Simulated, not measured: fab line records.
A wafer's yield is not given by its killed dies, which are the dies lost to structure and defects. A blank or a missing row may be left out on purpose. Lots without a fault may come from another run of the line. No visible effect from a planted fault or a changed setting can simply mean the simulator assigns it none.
Split-lot trial	flow n5 finfet	39 wafers read from 7 lots, route of 1938 steps

## THE SPLIT
At N5_SD_EPI_N_LINER_46 (material SiNx, target thk 3 nm), the setting target thk a was moved away from the recipe's 30 angstrom on 15 of the 39 wafers read, by -11.6% to +15.6%. The other wafers ran this setting at the recipe's value.

The reading comes from the split's own step.

## THE READING
SiNx_of_SD_EPI_N_LINER_46.thk nm (the simulator's own value, which no gauge read), in nm, at N5_SD_EPI_N_LINER_46 (material SiNx, target thk 3 nm). There is no usual value for it anywhere in the file.

wafer	tool, chamber at the split	target thk a as run, angstrom	against the recipe	SiNx_of_SD_EPI_N_LINER_46.thk nm, nm	against lot-mates on the recipe
L075.1	ald sin-03, 2,3,0	30	recipe	3	-
L075.4	ald sin-03, 2,3,0	30	recipe	3	-
L075.5	ald sin-03, 2,3,0	30	recipe	3	-
L075.2	ald sin-03, 0,1,1	26.51	-11.6%	2.6	-0.4
L075.3	ald sin-03, 0,1,1	26.51	-11.6%	2.6	-0.4
L075.6	ald sin-03, 0,1,1	26.51	-11.6%	2.6	-0.4
L076.2	ald sin-03, 3,0,3	30	recipe	3	-
L076.3	ald sin-03, 3,0,3	30	recipe	3	-
L076.6	ald sin-03, 3,0,3	30	recipe	3	-
L077.1	ald sin-01, 2,0,2	27.46	-8.5%	2.8	-0.2
L077.2	ald sin-01, 2,0,2	27.46	-8.5%	2.8	-0.2
L077.4	ald sin-01, 2,0,2	27.46	-8.5%	2.8	-0.2
L077.3	ald sin-01, 0,0,2	30	recipe	3	-
L077.5	ald sin-01, 0,0,2	30	recipe	3	-
L077.6	ald sin-01, 0,0,2	30	recipe	3	-
L082.1	ald sin-03, 3,0,2	31.72	+5.7%	3.2	+0.2
L082.3	ald sin-03, 3,0,2	31.72	+5.7%	3.2	+0.2
L082.5	ald sin-03, 3,0,2	31.72	+5.7%	3.2	+0.2
L082.2	ald sin-03, 1,2,1	30	recipe	3	-
L082.4	ald sin-03, 1,2,1	30	recipe	3	-
L082.6	ald sin-03, 1,2,1	30	recipe	3	-
L083.1	ald sin-03, 0,2,3	34.69	+15.6%	3.4	+0.4
L083.3	ald sin-03, 0,2,3	34.69	+15.6%	3.4	+0.4
L083.5	ald sin-03, 0,2,3	34.69	+15.6%	3.4	+0.4
L083.2	ald sin-03, 3,1,0	30	recipe	3	-
L083.4	ald sin-03, 3,1,0	30	recipe	3	-
L083.6	ald sin-03, 3,1,0	30	recipe	3	-
L091.1	ald sin-01, 1,0,2,2,0,1	30	recipe	3	-
L091.2	ald sin-01, 1,0,2,2,0,1	30	recipe	3	-
L091.3	ald sin-01, 1,0,2,2,0,1	30	recipe	3	-
L091.4	ald sin-01, 1,0,2,2,0,1	30	recipe	3	-
L091.5	ald sin-01, 1,0,2,2,0,1	30	recipe	3	-
L091.6	ald sin-01, 1,0,2,2,0,1	30	recipe	3	-
L092.1	ald sin-03, 0,2,0	30	recipe	3	-
L092.2	ald sin-03, 0,2,0	30	recipe	3	-
L092.5	ald sin-03, 0,2,0	30	recipe	3	-
L092.3	ald sin-03, 3,1,3	32.68	+8.9%	3.2	+0.2
L092.4	ald sin-03, 3,1,3	32.68	+8.9%	3.2	+0.2
L092.6	ald sin-03, 3,1,3	32.68	+8.9%	3.2	+0.2
If several chambers appear in one row, that row covers several wafers at once and the file leaves open which wafer was in which chamber.

THE FIT
A straight line over all 39 wafers: SiNx_of_SD_EPI_N_LINER_46.thk nm changes by +0.0277 nm for each +1% of target thk a; r = +0.99; the points scatter about the line by 0.031 nm.
The same after taking each lot's own level away (the mean of its wafers on the recipe; 39 wafers): +0.0277 nm for each +1%; r = +0.99; scatter 0.031 nm.
The reading moves by 0.43 nm for the largest change in target thk a, on that fit.
The lots' own levels span 3.00 to 3.00 nm.
Hence the lot-to-lot level has little effect on the slope; both slopes agree.
Check: with one of the wafers moved furthest among these (+15.6%) left out of the fit, the line predicts +0.431 nm for it against its lot-mates. It came out at +0.4 nm against them.

## THE OTHER SPLITS THESE WAFERS WENT THROUGH
Before the reading, these wafers also passed through other splits. Each is held against what the fit with the lots' levels taken away leaves over:
other split on the same wafers	wafers away from the commonest value	r with SiNx_of_SD_EPI_N_LINER_46.thk nm (lot level and that fit taken away)
N5_DUMMY_GATE_ETCH_42 bias w	15	-0.04

## THE FILE'S OWN FIT
SiNx_of_SD_EPI_N_LINER_46.thk nm changes by +0.0275 nm for each +1% of target thk a, r = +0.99.
